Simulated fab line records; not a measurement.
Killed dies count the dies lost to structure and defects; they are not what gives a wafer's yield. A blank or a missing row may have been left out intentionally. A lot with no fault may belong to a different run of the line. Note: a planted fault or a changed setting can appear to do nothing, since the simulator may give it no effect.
Which tool was responsible? || flow nand harc || 13 lots with 39 wafers sampled at 5 steps, on a route of 1302 steps

WHAT THE GAUGES READ, wafer by wafer
NHARC_THIN_TSV_THK_MEAS_02: measures by ir. Usual: thk nm 2932 nm, standard deviation 240.
{"lot": "L139", "measured": "day 23 21:44", "on": "film metro-02", "thk nm (nm)": "2860 3063 3224", "flag": ""}
{"lot": "L140", "measured": "day 24 00:07", "on": "film metro-01", "thk nm (nm)": "2870 2868 2943", "flag": ""}
{"lot": "L141", "measured": "day 24 01:19", "on": "film metro-02", "thk nm (nm)": "2991 3092 3192", "flag": ""}
{"lot": "L143", "measured": "day 24 02:32", "on": "film metro-01", "thk nm (nm)": "2886 2826 2635", "flag": ""}
{"lot": "L144", "measured": "day 25 03:59", "on": "film metro-02", "thk nm (nm)": "3241 3234 2803", "flag": ""}
{"lot": "L142", "measured": "day 25 00:13", "on": "film metro-01", "thk nm (nm)": "2760 2542 2954", "flag": ""}
{"lot": "L157", "measured": "day 29 22:07", "on": "film metro-01", "thk nm (nm)": "3003 3003 3050", "flag": ""}
{"lot": "L159", "measured": "day 31 03:29", "on": "film metro-01", "thk nm (nm)": "2755 2910 3031", "flag": ""}
{"lot": "L158", "measured": "day 31 15:34", "on": "film metro-02", "thk nm (nm)": "2392 3141 2456", "flag": ""}
{"lot": "L160", "measured": "day 31 21:05", "on": "film metro-02", "thk nm (nm)": "3302 3182 3440", "flag": ""}
{"lot": "L161", "measured": "day 31 19:55", "on": "film metro-02", "thk nm (nm)": "3287 2992 3301", "flag": ""}
{"lot": "L162", "measured": "day 32 03:23", "on": "film metro-01", "thk nm (nm)": "2827 2824 2789", "flag": ""}

NHARC_END_SORT_01. Usual: killed at array 62, standard deviation 18; killed at other 0.9, standard deviation 1.2; killed at periphery 4.2, standard deviation 2.9; killed dies 67, standard deviation 17; killed open 3.6, standard deviation 1.9; killed short 2.5, standard deviation 1.6.
{"lot": "L154", "measured": "day 29 04:18", "on": "prober-02", "killed at array": "672 673 670", "killed at other": "1 1 1", "killed at periphery": "4 3 6", "killed dies": "677 677 677", "killed open": "4 3 4", "killed short": "1 3 2", "flag": "OFF"}

WHAT TOOL EACH LOT RAN ON (gives the tool, then ch and the chambers of the sampled wafers, and finally the start)
{"lot": "L139", "NHARC_A_STAIRCASE_CVD_552": "lpcvd-01 ch 0, day 16 13:56", "NHARC_THIN_TSV_STRIP_62": "plasma asher-01 ch 0,1, day 24 01:41", "NHARC_THIN_TSV_DEGAS_53": "pvd sputter-01, day 24 03:52"}
{"lot": "L140", "NHARC_A_STAIRCASE_CVD_552": "lpcvd-01 ch 1, day 16 20:31", "NHARC_THIN_TSV_STRIP_62": "plasma asher-02 ch 0,1, day 24 03:44", "NHARC_THIN_TSV_DEGAS_53": "pvd sputter-02, day 24 05:49"}
{"lot": "L141", "NHARC_A_STAIRCASE_CVD_552": "lpcvd-01 ch 1, day 18 00:12", "NHARC_THIN_TSV_STRIP_62": "plasma asher-02 ch 0,1, day 24 04:58", "NHARC_THIN_TSV_DEGAS_53": "pvd sputter-03, day 24 07:09"}
{"lot": "L143", "NHARC_A_STAIRCASE_CVD_552": "lpcvd-01 ch 0, day 18 00:12", "NHARC_THIN_TSV_STRIP_62": "plasma asher-02 ch 0, day 24 06:20", "NHARC_THIN_TSV_DEGAS_53": "pvd sputter-02, day 24 08:31"}
{"lot": "L144", "NHARC_A_STAIRCASE_CVD_552": "lpcvd-01 ch 0, day 18 19:19", "NHARC_THIN_TSV_STRIP_62": "plasma asher-01 ch 0, day 25 08:41", "NHARC_THIN_TSV_DEGAS_53": "pvd sputter-01, day 25 10:52"}
{"lot": "L142", "NHARC_A_STAIRCASE_CVD_552": "lpcvd-02 ch 0, day 19 04:01", "NHARC_THIN_TSV_STRIP_62": "plasma asher-01 ch 0,1, day 25 03:54", "NHARC_THIN_TSV_DEGAS_53": "pvd sputter-01, day 25 06:01"}
{"lot": "L154", "NHARC_A_STAIRCASE_CVD_552": "lpcvd-01 ch 0, day 22 08:00", "NHARC_THIN_TSV_STRIP_62": "-", "NHARC_THIN_TSV_DEGAS_53": "-"}
{"lot": "L157", "NHARC_A_STAIRCASE_CVD_552": "lpcvd-02 ch 0, day 23 19:14", "NHARC_THIN_TSV_STRIP_62": "plasma asher-02 ch 0,1, day 30 01:43", "NHARC_THIN_TSV_DEGAS_53": "pvd sputter-03, day 30 03:51"}
{"lot": "L159", "NHARC_A_STAIRCASE_CVD_552": "lpcvd-01 ch 0, day 25 04:10", "NHARC_THIN_TSV_STRIP_62": "plasma asher-02 ch 0,1, day 31 07:14", "NHARC_THIN_TSV_DEGAS_53": "pvd sputter-01, day 31 09:20"}
{"lot": "L158", "NHARC_A_STAIRCASE_CVD_552": "lpcvd-01 ch 1, day 25 08:58", "NHARC_THIN_TSV_STRIP_62": "plasma asher-01 ch 0,1, day 31 19:15", "NHARC_THIN_TSV_DEGAS_53": "pvd sputter-03, day 31 21:23"}
{"lot": "L160", "NHARC_A_STAIRCASE_CVD_552": "lpcvd-01 ch 0, day 25 19:12", "NHARC_THIN_TSV_STRIP_62": "plasma asher-02 ch 0, day 32 00:37", "NHARC_THIN_TSV_DEGAS_53": "pvd sputter-02, day 32 02:46"}
{"lot": "L161", "NHARC_A_STAIRCASE_CVD_552": "lpcvd-01 ch 1, day 25 19:12", "NHARC_THIN_TSV_STRIP_62": "plasma asher-01 ch 0,1, day 31 23:28", "NHARC_THIN_TSV_DEGAS_53": "pvd sputter-03, day 32 01:37"}
{"lot": "L162", "NHARC_A_STAIRCASE_CVD_552": "lpcvd-02 ch 1, day 26 03:14", "NHARC_THIN_TSV_STRIP_62": "plasma asher-02 ch 0,1, day 32 06:53", "NHARC_THIN_TSV_DEGAS_53": "pvd sputter-02, day 32 09:16"}
- NHARC_A_STAIRCASE_CVD_552: deposits SiNx, target thk 40 nm.
- NHARC_THIN_TSV_STRIP_62: strips in N2/H2, time 20 s.
- NHARC_THIN_TSV_DEGAS_53: time 60 s.

WHAT THE TOOLS THEMSELVES READ (means of the sampled wafers that have a number; where no wafer has one, the mark that the record gives instead)
NHARC_THIN_TSV_STRIP_62. Usual: drypump motor current A 5.9 A, standard deviation 0.41; heater power w 325 W, standard deviation 30.
{"lot": "L139", "tool": "plasma asher-01", "drypump motor current A (A)": 5.3, "heater power w (W)": 328, "flag": ""}
{"lot": "L140", "tool": "plasma asher-02", "drypump motor current A (A)": 6.2, "heater power w (W)": 307, "flag": ""}
{"lot": "L141", "tool": "plasma asher-02", "drypump motor current A (A)": 6.2, "heater power w (W)": 307, "flag": ""}
{"lot": "L143", "tool": "plasma asher-02", "drypump motor current A (A)": 6.2, "heater power w (W)": 282, "flag": ""}
{"lot": "L144", "tool": "plasma asher-01", "drypump motor current A (A)": 5.6, "heater power w (W)": 367, "flag": ""}
{"lot": "L142", "tool": "plasma asher-01", "drypump motor current A (A)": 5.3, "heater power w (W)": 339, "flag": ""}
{"lot": "L157", "tool": "plasma asher-02", "drypump motor current A (A)": 6.2, "heater power w (W)": 300, "flag": ""}
{"lot": "L159", "tool": "plasma asher-02", "drypump motor current A (A)": 6.2, "heater power w (W)": 319, "flag": ""}
{"lot": "L158", "tool": "plasma asher-01", "drypump motor current A (A)": 5.3, "heater power w (W)": 333, "flag": ""}
{"lot": "L160", "tool": "plasma asher-02", "drypump motor current A (A)": 6.2, "heater power w (W)": 281, "flag": ""}
{"lot": "L161", "tool": "plasma asher-01", "drypump motor current A (A)": 5.3, "heater power w (W)": 330, "flag": ""}
{"lot": "L162", "tool": "plasma asher-02", "drypump motor current A (A)": 6.2, "heater power w (W)": 303, "flag": ""}

NHARC_THIN_TSV_DEGAS_53. Usual: heater power w 448 W, standard deviation 51.
{"lot": "L139", "tool": "pvd sputter-01", "heater power w (W)": 401, "flag": ""}
{"lot": "L140", "tool": "pvd sputter-02", "heater power w (W)": 464, "flag": ""}
{"lot": "L141", "tool": "pvd sputter-03", "heater power w (W)": 438, "flag": ""}
{"lot": "L143", "tool": "pvd sputter-02", "heater power w (W)": 455, "flag": ""}
{"lot": "L144", "tool": "pvd sputter-01", "heater power w (W)": 427, "flag": ""}
{"lot": "L142", "tool": "pvd sputter-01", "heater power w (W)": 415, "flag": ""}
{"lot": "L157", "tool": "pvd sputter-03", "heater power w (W)": 441, "flag": ""}
{"lot": "L159", "tool": "pvd sputter-01", "heater power w (W)": 418, "flag": ""}
{"lot": "L158", "tool": "pvd sputter-03", "heater power w (W)": 422, "flag": ""}
{"lot": "L160", "tool": "pvd sputter-02", "heater power w (W)": 455, "flag": ""}
{"lot": "L161", "tool": "pvd sputter-03", "heater power w (W)": 445, "flag": ""}
{"lot": "L162", "tool": "pvd sputter-02", "heater power w (W)": 502, "flag": ""}

THE ANSWER, worked out from the rows above alone
Rule: take the mean of a lot's wafers that have a number; if it is more than 3 standard deviations from the usual mean, the lot is off. A lot without any number at a reading at which 4 lots or more have one is off too. The other lots that the step has rows for count as sound. After the gauges, taken in route order, come the tools' own readings; for these a lot's mean is taken, as printed above. At the first step where some lot is off, the reading lying furthest off is the one used; lots without a number count as furthest.
Off: L154, at NHARC_END_SORT_01 (killed dies). Neither off nor sound, because the step has no rows for them: L139, L140, L141, L143, L144, L142, L157, L159, L158, L160, L161, L162.
If a tool, at a process step before that reading, ran all the lots that are off and no sound lot after the first of them, it fits. The gauges at NHARC_END_SORT_01 are tried like those tools. Can't be told from this: 2 tools fit, lpcvd-01 at NHARC_A_STAIRCASE_CVD_552, prober-02 at NHARC_END_SORT_01.

WHAT THE SIMULATOR HAD PUT IN
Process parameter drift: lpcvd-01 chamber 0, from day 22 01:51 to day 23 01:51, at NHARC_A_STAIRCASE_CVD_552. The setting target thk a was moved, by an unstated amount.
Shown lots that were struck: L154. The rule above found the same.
